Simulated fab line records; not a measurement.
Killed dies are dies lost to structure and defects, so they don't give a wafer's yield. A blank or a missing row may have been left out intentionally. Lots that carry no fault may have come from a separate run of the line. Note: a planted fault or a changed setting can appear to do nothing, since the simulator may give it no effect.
Which tool did it?	flow n5 finfet	Sampling: 24 lots, 72 wafers, 6 of 1938 route steps

== WHAT THE GAUGES READ, wafer by wafer ==
N5_BEOL_M5_RS_MEAS_57: measures by four-point-probe.
lot	measured	on	M5_RS (ohm/sq)
L074	day 8 04:50	film metro-01	0.349 0.377 0.391
L076	day 8 12:18	film metro-02	0.388 0.392 0.400
L075	day 8 15:14	film metro-01	0.381 0.387 0.392
L077	day 9 12:45	film metro-01	0.381 0.395 0.372
L079	day 9 17:57	film metro-02	0.381 0.376 0.390
L078	day 9 19:50	film metro-01	0.368 0.388 0.361
L081	day 9 22:21	film metro-02	0.375 0.373 0.402
L080	day 10 02:05	film metro-02	0.394 0.392 0.382
L082	day 10 02:13	film metro-01	0.395 0.381 0.376
L083	day 10 14:01	film metro-02	0.388 0.377 0.401
L084	day 10 17:49	film metro-02	0.383 0.383 0.403
L085	day 11 03:24	film metro-01	0.366 0.376 0.394
L086	day 11 13:02	film metro-01	0.378 0.385 0.395
L088	day 11 17:13	film metro-01	0.379 0.406 0.374
L087	day 11 21:19	film metro-01	0.362 0.370 0.364
L089	day 12 09:29	film metro-02	0.378 0.391 0.376
L090	day 12 14:36	film metro-01	0.365 0.383 0.380
L091	day 12 14:31	film metro-02	0.407 0.361 0.385
L092	day 12 16:34	film metro-02	0.396 0.381 0.368
L093	day 12 23:51	film metro-02	0.376 0.371 0.368
L094	day 13 07:50	film metro-02	0.369 0.373 0.370
L095	day 13 14:01	film metro-01	0.394 0.383 0.374
L096	day 14 09:10	film metro-02	0.377 0.390 0.386
L097	day 14 10:47	film metro-01	0.398 0.390 0.375

== WHICH TOOL RAN EACH LOT (tool, then ch and the chambers of the sampled wafers, then the start) ==
lot	N5_BEOL_M5_ETCH_61	N5_BEOL_M5_ETCH_41	N5_BEOL_M5_STRIP_91	N5_BEOL_M5_CURE_80	N5_BEOL_M5_PRE_CLEAN_45
L074	rie diel-01 ch 0,2,3, day 7 18:28	rie diel-01 ch 0,2,3, day 7 19:53 or earlier	rie diel-01 ch 0,2,3, day 7 19:53 or earlier	uv cure-03 ch 1, day 7 19:53	pvd sputter-03, day 7 22:10
L076	rie diel-02 ch 0,2, day 8 03:43	rie diel-02 ch 0,2,3, day 8 05:50 or earlier	rie diel-02 ch 0,2,3, day 8 05:50 or earlier	uv cure-02 ch 0, day 8 05:50	pvd sputter-01, day 8 06:16
L075	rie diel-01 ch 0,2,3, day 8 06:25	rie diel-02 ch 1,2,3, day 8 07:58 or earlier	rie diel-02 ch 1,2,3, day 8 07:58 or earlier	uv cure-02 ch 1, day 8 07:58	pvd sputter-03, day 8 08:25
L077	rie diel-04 ch 0,1,2, day 9 04:20	rie diel-04 ch 2,3, day 9 05:59 or earlier	rie diel-04 ch 2,3, day 9 05:59 or earlier	uv cure-03 ch 0, day 9 05:59	pvd sputter-01, day 9 06:31
L079	rie diel-01 ch 0,1,2, day 9 06:56	rie diel-02 ch 0,3, day 9 11:12 or earlier	rie diel-02 ch 0,3, day 9 11:12 or earlier	uv cure-02 ch 0, day 9 11:12	pvd sputter-03, day 9 11:32
L078	rie diel-01 ch 0,2, day 9 11:55	rie diel-01 ch 0,3, day 9 13:22 or earlier	rie diel-01 ch 0,3, day 9 13:22 or earlier	uv cure-02 ch 2, day 9 13:22	pvd sputter-02, day 9 13:48
L081	rie diel-04 ch 0,2,3, day 9 12:46	rie diel-04 ch 0,3, day 9 14:18 or earlier	rie diel-04 ch 0,3, day 9 14:18 or earlier	uv cure-02 ch 2, day 9 14:18	pvd sputter-02, day 9 14:34
L080	rie diel-01 ch 0,1,3, day 9 14:24	rie diel-02 ch 0,1, day 9 17:51 or earlier	rie diel-02 ch 0,1, day 9 17:51 or earlier	uv cure-02 ch 2, day 9 17:51	pvd sputter-02, day 9 18:40
L082	rie diel-01 ch 0,1, day 9 14:47	rie diel-01 ch 1,2, day 9 18:20 or earlier	rie diel-01 ch 1,2, day 9 18:20 or earlier	uv cure-02 ch 0, day 9 18:20	pvd sputter-01, day 9 18:53
L083	rie diel-01 ch 0,1,2, day 10 05:41	rie diel-02 ch 0,1,2, day 10 07:23 or earlier	rie diel-02 ch 0,1,2, day 10 07:23 or earlier	uv cure-03 ch 0, day 10 07:23	pvd sputter-03, day 10 07:52
L084	rie diel-01 ch 0,2,3, day 10 08:48	rie diel-01 ch 0,2,3, day 10 11:09 or earlier	rie diel-01 ch 0,2,3, day 10 11:09 or earlier	uv cure-02 ch 1, day 10 11:09	pvd sputter-03, day 10 11:34
L085	rie diel-01 ch 0,1,2, day 10 18:08	rie diel-04 ch 1,2,3, day 10 19:34 or earlier	rie diel-04 ch 1,2,3, day 10 19:34 or earlier	uv cure-02 ch 0, day 10 19:34	pvd sputter-01, day 10 20:00
L086	rie diel-02 ch 1,2,3, day 11 04:42	rie diel-02 ch 1,3, day 11 06:32 or earlier	rie diel-02 ch 1,3, day 11 06:32 or earlier	uv cure-02 ch 2, day 11 06:32	pvd sputter-03, day 11 07:05
L088	rie diel-04 ch 0,1, day 11 07:24	rie diel-02 ch 1,3, day 11 10:43 or earlier	rie diel-02 ch 1,3, day 11 10:43 or earlier	uv cure-03 ch 2, day 11 10:43	pvd sputter-03, day 11 11:08
L087	rie diel-01 ch 1,2, day 11 11:24	rie diel-02 ch 0,1,3, day 11 14:14 or earlier	rie diel-02 ch 0,1,3, day 11 14:14 or earlier	uv cure-03 ch 1, day 11 14:14	pvd sputter-02, day 11 14:36
L089	rie diel-04 ch 1,2,3, day 12 00:28	rie diel-02 ch 0,2,3, day 12 02:31 or earlier	rie diel-02 ch 0,2,3, day 12 02:31 or earlier	uv cure-02 ch 2, day 12 02:31	pvd sputter-02, day 12 03:16
L090	rie diel-01 ch 1,2,3, day 12 02:46	rie diel-01 ch 0,1,3, day 12 06:28 or earlier	rie diel-01 ch 0,1,3, day 12 06:28 or earlier	uv cure-01 ch 0, day 12 06:28	pvd sputter-03, day 12 08:37
L091	rie diel-02 ch 0,2, day 12 03:04	rie diel-04 ch 1,2,3, day 12 06:02 or earlier	rie diel-04 ch 1,2,3, day 12 06:02 or earlier	uv cure-03 ch 2, day 12 06:02	pvd sputter-01, day 12 08:34
L092	rie diel-02 ch 0,2,3, day 12 06:17	rie diel-04 ch 0,1,3, day 12 09:12 or earlier	rie diel-04 ch 0,1,3, day 12 09:12 or earlier	uv cure-03 ch 2, day 12 09:12	pvd sputter-03, day 12 10:13
L093	rie diel-02 ch 0,1,2, day 12 14:19	rie diel-04 ch 1,2, day 12 17:17 or earlier	rie diel-04 ch 1,2, day 12 17:17 or earlier	uv cure-03 ch 2, day 12 17:17	pvd sputter-02, day 12 17:37
L094	rie diel-02 ch 0,1,2, day 12 23:13	rie diel-01 ch 0,1,3, day 13 01:17 or earlier	rie diel-01 ch 0,1,3, day 13 01:17 or earlier	uv cure-03 ch 1, day 13 01:17	pvd sputter-03, day 13 01:53
L095	rie diel-01 ch 1,3, day 13 06:10	rie diel-01 ch 0,2, day 13 07:43 or earlier	rie diel-01 ch 0,2, day 13 07:43 or earlier	uv cure-03 ch 0, day 13 07:43	pvd sputter-03, day 13 08:05
L096	rie diel-02 ch 0,1,3, day 13 22:26	rie diel-04 ch 0,2, day 14 01:52 or earlier	rie diel-04 ch 0,2, day 14 01:52 or earlier	uv cure-02 ch 0, day 14 01:52	pvd sputter-03, day 14 03:04
L097	rie diel-04 ch 0,2, day 14 02:14	rie diel-02 ch 1,3, day 14 03:56 or earlier	rie diel-02 ch 1,3, day 14 03:56 or earlier	uv cure-02 ch 0, day 14 03:56	pvd sputter-02, day 14 04:46
- N5_BEOL_M5_ETCH_61: etches SiARC in CF4, target depth 15.6 nm, time 26 s.
- N5_BEOL_M5_ETCH_41: etches SiCN in CH3F/O2, target depth 31.5 nm, time 56.7 s.
- N5_BEOL_M5_STRIP_91: strips in N2/H2, time 10 s.
- N5_BEOL_M5_CURE_80: cures SiCOH lowk, time 120 s.
- N5_BEOL_M5_PRE_CLEAN_45: time 30 s.

== AS READ BY THE TOOLS THEMSELVES (means over the sampled wafers that have a number; for cases with no such wafer, the mark the record gives instead) ==
N5_BEOL_M5_ETCH_61.
lot	tool	drypump motor current A (A)	etch rf on time s (s)	oes product au (a.u.)	rf vpp V (V)	showerhead plenum p Torr (Torr)	throttle valve pct (%)
L074	rie diel-01	5.5	25.5	0.66	185.2	2.20	15.7
L076	rie diel-02	5.6	26.6	0.59	184.9	2.15	15.5
L075	rie diel-01	5.5	25.5	0.65	184.3	2.20	15.7
L077	rie diel-04	5.1	25.4	0.81	184.9	2.19	15.3
L079	rie diel-01	5.6	25.1	0.73	184.2	2.16	15.4
L078	rie diel-01	5.4	26.0	0.65	184.5	2.17	15.7
L081	rie diel-04	5.3	25.5	0.72	183.9	2.14	15.6
L080	rie diel-01	5.7	24.8	0.72	183.7	2.19	15.4
L082	rie diel-01	5.6	24.9	0.76	185.2	2.19	15.3
L083	rie diel-01	5.6	25.0	0.72	184.2	2.16	15.5
L084	rie diel-01	5.5	25.5	0.64	184.3	2.19	15.7
L085	rie diel-01	5.6	25.4	0.71	185.1	2.15	15.5
L086	rie diel-02	5.2	26.1	0.64	184.1	2.15	15.7
L088	rie diel-04	5.3	25.6	0.78	183.5	2.13	15.3
L087	rie diel-01	5.6	25.7	0.67	184.1	2.11	15.6
L089	rie diel-04	5.2	25.8	0.70	184.2	2.16	15.6
L090	rie diel-01	5.7	25.5	0.67	184.3	2.14	15.5
L091	rie diel-02	5.6	26.6	0.65	184.0	2.14	15.4
L092	rie diel-02	5.5	26.5	0.68	183.4	2.13	15.4
L093	rie diel-02	5.7	26.1	0.66	183.7	2.18	15.5
L094	rie diel-02	5.7	26.0	0.66	184.3	2.17	15.5
L095	rie diel-01	5.8	25.1	0.66	184.7	2.17	15.5
L096	rie diel-02	5.7	25.8	0.69	183.4	2.16	15.5
L097	rie diel-04	5.2	25.4	0.73	184.3	2.15	15.4

N5_BEOL_M5_ETCH_41.
lot	tool	drypump motor current A (A)	oes product au (a.u.)	rf vpp V (V)	showerhead plenum p Torr (Torr)	throttle valve pct (%)
L074	rie diel-01	5.5	0.76	298.2	2.06	16.35
L076	rie diel-02	5.5	0.75	296.7	2.00	16.26
L075	rie diel-02	5.2	0.78	297.4	2.01	16.36
L077	rie diel-04	5.1	0.83	298.7	2.05	16.32
L079	rie diel-02	6.0	0.93	297.8	2.02	15.92
L078	rie diel-01	5.4	0.78	298.6	2.10	16.28
L081	rie diel-04	5.6	0.85	296.6	1.93	16.25
L080	rie diel-02	6.2	0.88	298.3	2.06	16.00
L082	rie diel-01	5.8	0.89	296.3	1.97	16.03
L083	rie diel-02	5.7	0.79	298.7	2.04	16.19
L084	rie diel-01	5.5	0.74	297.9	2.05	16.38
L085	rie diel-04	5.2	0.84	297.8	2.02	16.24
L086	rie diel-02	5.4	0.76	298.0	2.04	16.49
L088	rie diel-02	5.2	0.79	297.5	1.99	16.42
L087	rie diel-02	5.7	0.83	297.4	2.02	16.22
L089	rie diel-02	5.5	0.81	297.6	1.99	16.14
L090	rie diel-01	5.7	0.81	297.7	2.04	16.16
L091	rie diel-04	5.2	0.82	298.5	2.01	16.26
L092	rie diel-04	5.5	0.83	296.4	1.95	16.22
L093	rie diel-04	4.8	0.88	299.4	2.10	16.11
L094	rie diel-01	5.7	0.80	297.9	2.04	16.17
L095	rie diel-01	5.3	0.76	299.3	2.06	16.41
L096	rie diel-04	4.9	0.85	297.7	2.07	16.19
L097	rie diel-02	5.2	0.78	296.3	1.98	16.46

N5_BEOL_M5_STRIP_91.
lot	tool	drypump motor current A (A)	oes product au (a.u.)	rf vpp V (V)	showerhead plenum p Torr (Torr)	throttle valve pct (%)
L074	rie diel-01	5.5	0.75	58.8	2.62	23.60
L076	rie diel-02	5.5	0.76	58.7	2.54	23.74
L075	rie diel-02	5.2	0.79	59.2	2.54	23.64
L077	rie diel-04	5.1	0.83	58.9	2.61	23.66
L079	rie diel-02	6.0	0.95	59.1	2.57	23.46
L078	rie diel-01	5.4	0.78	60.0	2.66	23.51
L081	rie diel-04	5.6	0.84	59.1	2.45	23.54
L080	rie diel-02	6.2	0.89	60.5	2.61	23.31
L082	rie diel-01	5.8	0.88	59.5	2.49	23.16
L083	rie diel-02	5.7	0.79	59.4	2.58	23.44
L084	rie diel-01	5.5	0.74	60.4	2.61	23.64
L085	rie diel-04	5.2	0.84	59.6	2.57	23.61
L086	rie diel-02	5.4	0.78	58.5	2.56	23.60
L088	rie diel-02	5.2	0.80	58.1	2.52	23.75
L087	rie diel-02	5.7	0.83	60.2	2.56	23.54
L089	rie diel-02	5.5	0.82	59.6	2.53	23.60
L090	rie diel-01	5.7	0.81	59.3	2.58	23.26
L091	rie diel-04	5.2	0.83	58.8	2.56	23.63
L092	rie diel-04	5.5	0.83	59.4	2.49	23.56
L093	rie diel-04	4.9	0.88	58.9	2.67	23.56
L094	rie diel-01	5.7	0.79	59.7	2.57	23.26
L095	rie diel-01	5.3	0.76	59.2	2.62	23.75
L096	rie diel-04	4.9	0.85	59.9	2.62	23.58
L097	rie diel-02	5.2	0.79	59.3	2.51	23.78

N5_BEOL_M5_CURE_80.
lot	tool	lamp power pct (%)	wafer_temp_C_max
L074	uv cure-03	52.33	372.5
L076	uv cure-02	52.30	371.4
L075	uv cure-02	52.31	372.7
L077	uv cure-03	52.35	371.1
L079	uv cure-02	52.36	372.2
L078	uv cure-02	52.32	372.3
L081	uv cure-02	52.35	372.2
L080	uv cure-02	52.35	372.2
L082	uv cure-02	52.30	372.2
L083	uv cure-03	52.30	371.3
L084	uv cure-02	52.30	373.3
L085	uv cure-02	52.30	371.7
L086	uv cure-02	52.27	371.9
L088	uv cure-03	52.33	371.3
L087	uv cure-03	52.29	372.1
L089	uv cure-02	52.32	372.1
L090	uv cure-01	52.28	371.4
L091	uv cure-03	52.31	371.6
L092	uv cure-03	52.32	371.4
L093	uv cure-03	52.26	371.4
L094	uv cure-03	52.29	372.2
L095	uv cure-03	52.38	370.9
L096	uv cure-02	52.30	371.8
L097	uv cure-02	52.28	372.1

N5_BEOL_M5_PRE_CLEAN_45.
lot	tool	heater power w (W)
L074	pvd sputter-03	319
L076	pvd sputter-01	367
L075	pvd sputter-03	358
L077	pvd sputter-01	373
L079	pvd sputter-03	359
L078	pvd sputter-02	344
L081	pvd sputter-02	324
L080	pvd sputter-02	394
L082	pvd sputter-01	381
L083	pvd sputter-03	327
L084	pvd sputter-03	361
L085	pvd sputter-01	395
L086	pvd sputter-03	321
L088	pvd sputter-03	363
L087	pvd sputter-02	399
L089	pvd sputter-02	395
L090	pvd sputter-03	362
L091	pvd sputter-01	378
L092	pvd sputter-03	351
L093	pvd sputter-02	369
L094	pvd sputter-03	386
L095	pvd sputter-03	344
L096	pvd sputter-03	381
L097	pvd sputter-02	384

== THE ANSWER, worked out from the rows above alone ==
Rule: the lots themselves supply what counts as usual. The widest of any qualifying gaps counts: lots, ordered by their means at a reading, are off when they make up no more than a third of the lots, leave a main group of 4 or more, and stand apart from it by 3 or more times the standard deviation of that group's means. A main group is skipped when, at the precision printed for the reading in the tables above, its means are all equal. A lot without any number at a reading at which 4 lots or more have one is off too. Where the step has rows for the other lots, those lots are counted as sound. Order of review: gauges by route order, followed by the tools' own readings, for which a lot's mean as printed above is used. The first step at which some lot is off is used, and at that step the reading that is off furthest; a lot without a number counts as furthest.
No lot is off on any of the readings shown, so nothing can be concluded from this.

== WHAT THE SIMULATOR HAD PUT IN ==
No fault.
